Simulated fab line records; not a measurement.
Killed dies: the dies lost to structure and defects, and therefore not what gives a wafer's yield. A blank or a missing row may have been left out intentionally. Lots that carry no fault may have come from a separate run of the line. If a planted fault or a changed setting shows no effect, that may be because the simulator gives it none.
Matching of chambers	flow nand_harc	4 sister chambers for NHARC_P_M1_CMP_23 on cmp-04
The step polishes, t overpolish 20 s, target thk 157.82 nm. 7 wafers are shown with their chamber, then 7 later ones without.

## WAFERS PAIRED WITH THEIR CHAMBERS
wafer	chamber	motor_current_A (A)	time_to_endpoint_s (s)
L083.2	2	11.2	27.8
L083.6	1	11.4	25.4
L084.2	0	11.6	27.5
L084.4	3	12.2	29.3
L084.6	3	11.3	26.7
L091.1	0	11.5	29.1
L091.2	2	10.3	30.5

## WAFERS MISSING THEIR CHAMBER
wafer	motor_current_A (A)	time_to_endpoint_s (s)
L091.3	11.9	28.6
L096.3	11.1	28.1
L096.5	11.8	24.9
L096.6	10.2	27.7
L097.1	11.5	28.8
L097.2	11.6	29.5
L097.4	11.5	26.6

## WHICH CHAMBER EACH ONE RAN IN
wafer	from the rows above	in truth
L091.3	can't be placed: 3 or 0 or 1 or 2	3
L096.3	can't be placed: 0 or 2 or 3 or 1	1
L096.5	can't be placed: 1 or 3 or 0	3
L096.6	can't be placed: 2 or 0 or 1 or 3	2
L097.1	can't be placed: 0 or 3 or 2 or 1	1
L097.2	can't be placed: 0 or 3 or 2 or 1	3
L097.4	can't be placed: 1 or 3 or 0 or 2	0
Correct placement for 0 of the 7. Not placeable from these rows: 7 (in 7, the candidates include the true chamber). Number placed wrongly: 0.
How it was worked out, from the rows above alone: a wafer's distance from a chamber is the root of the sum, over the readings, of the square of ((its reading less the chamber's mean) divided by the reading's scatter). If the next closest chamber is less than 2 further off than the closest, the wafer can't be placed; otherwise it belongs to the closest. The mean given for a chamber averages the wafers shown for that chamber. The scatter: take each reading less its chamber's mean, square it, sum over the shown wafers, divide by the number of wafers less the number of chambers, and take the root.
